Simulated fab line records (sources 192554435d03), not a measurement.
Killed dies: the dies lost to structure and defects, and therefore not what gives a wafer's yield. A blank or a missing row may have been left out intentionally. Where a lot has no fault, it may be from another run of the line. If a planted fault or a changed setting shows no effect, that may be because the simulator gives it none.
Split-lot experiment	flow n5Finfet	21 wafers read from 7 lots, route of 1938 steps

SPLIT DETAILS
At N5_BEOL_M7_DESCUM_33 (chemistry O2, time 7 s), the setting timeS was moved away from the recipe's 7 s on 5 of the 21 wafers read, by -17.7% to +22.1%. The other wafers ran this setting at the recipe's value.

FROM SPLIT TO READING: 1 step shown by the file between the two
- N5_BEOL_M7_ETCH_72: etches underlayer in N2/H2, target depth 6.5 nm, time 5.2 s

THE READING
CAR-EUV_of_BEOL_M7_COAT_22.thkNm (the simulator's own value, which no gauge read), in nm, at N5_BEOL_M7_ETCH_65 (etches SiARC in CF4, target depth 15.6 nm, time 26 s). There is no usual value for it anywhere in the file. Across the 16 wafers here that went through the recipe, the average is 11.2 nm and the standard deviation 0.11 nm.

wafer	tool, chamber at the split	timeS as run, s	against the recipe	CAR-EUV_of_BEOL_M7_COAT_22.thkNm, nm	against lot-mates on the recipe
L076.1	rieDiel-04, 1,3	7.835	+11.9%	10.8	-0.4
L076.4	rieDiel-04, 0	7	recipe	11.2	-
L076.5	rieDiel-04, 1,3	7.835	+11.9%	10.6	-0.6
L075.2	rieDiel-04, 0	7	recipe	11.4	-
L075.3	rieDiel-04, 3	7	recipe	11.2	-
L075.4	rieDiel-04, 0	7	recipe	11.2	-
L078.1	rieDiel-02, 3	7	recipe	11	-
L078.4	rieDiel-02, 0,2	7	recipe	11.2	-
L078.6	rieDiel-02, 0,2	7	recipe	11.2	-
L084.1	rieDiel-04, 2,0	7	recipe	11.2	-
L084.2	rieDiel-04, 2,0	7	recipe	11.2	-
L084.5	rieDiel-04, 0	7	recipe	11.2	-
L090.1	rieDiel-06, 1,2	7	recipe	11	-
L090.2	rieDiel-06, 1,2	7	recipe	11	-
L090.4	rieDiel-06, 3	8.545	+22.1%	10.4	-0.6
L094.1	rieDiel-04, 1,2	7	recipe	11.2	-
L094.5	rieDiel-04, 1,2	7	recipe	11.2	-
L094.3	rieDiel-04, 3	5.764	-17.7%	11.8	+0.6
L095.1	rieDiel-06, 2	6.334	-9.5%	11.4	+0.3
L095.2	rieDiel-06, 0	7	recipe	11	-
L095.6	rieDiel-06, 3	7	recipe	11.2	-
When a row names more than one chamber, that row covers several wafers, and the file does not tell which wafer ran in which chamber.

FIT RESULTS
A straight line over all 21 wafers: CAR-EUV_of_BEOL_M7_COAT_22.thkNm changes by -0.0351 nm for each +1% of timeS; r = -0.93; the points scatter about the line by 0.11 nm.
The same after taking each lot's own level away (the mean of its wafers on the recipe; 21 wafers): -0.0328 nm for each +1%; r = -0.95; scatter 0.084 nm.
On that fit, the largest move of timeS shifts the reading by 0.72 nm.
The lots' own levels span 11.00 to 11.27 nm, that is 2.5 times the standard deviation above.
The two slopes agree, so the slope changes little with the lot-to-lot level.
Check: for one of the wafers moved furthest among these (+22.1%), held out of the fit, the line's prediction against its lot-mates is -0.828 nm. Against them it came out at -0.6 nm.

THE OTHER SPLITS THESE WAFERS WENT THROUGH
Note: prior to the reading, these wafers also went through further splits. Each is held against what the fit with the lots' levels taken away leaves over:
other split on the same wafers	wafers away from the commonest value	r with CAR-EUV_of_BEOL_M7_COAT_22.thkNm (lot level and that fit taken away)
N5_BEOL_M7_PECVD_70 tempC	9	-0.15

THE WHOLE CHAIN: every reading that the file lists as answering this split, in the file's order
step	what it does	reading	change (the file's fit)	r (the file's)
N5_BEOL_M7_DESCUM_33	chemistry O2, time 7 s	CAR-EUV_of_BEOL_M7_COAT_22.thkNm (the simulator's own value, which no gauge read)	-0.0348 nm for each +1% of the setting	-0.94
N5_BEOL_M7_ETCH_72	etches underlayer in N2/H2, target depth 6.5 nm, time 5.2 s	CAR-EUV_of_BEOL_M7_COAT_22.thkNm (the simulator's own value, which no gauge read)	-0.0313 nm for each +1% of the setting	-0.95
N5_BEOL_M7_ETCH_65	etches SiARC in CF4, target depth 15.6 nm, time 26 s	CAR-EUV_of_BEOL_M7_COAT_22.thkNm (the simulator's own value, which no gauge read)	-0.0317 nm for each +1% of the setting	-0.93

FILE'S OWN FIT
CAR-EUV_of_BEOL_M7_COAT_22.thkNm changes by -0.0317 nm for each +1% of timeS, r = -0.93.
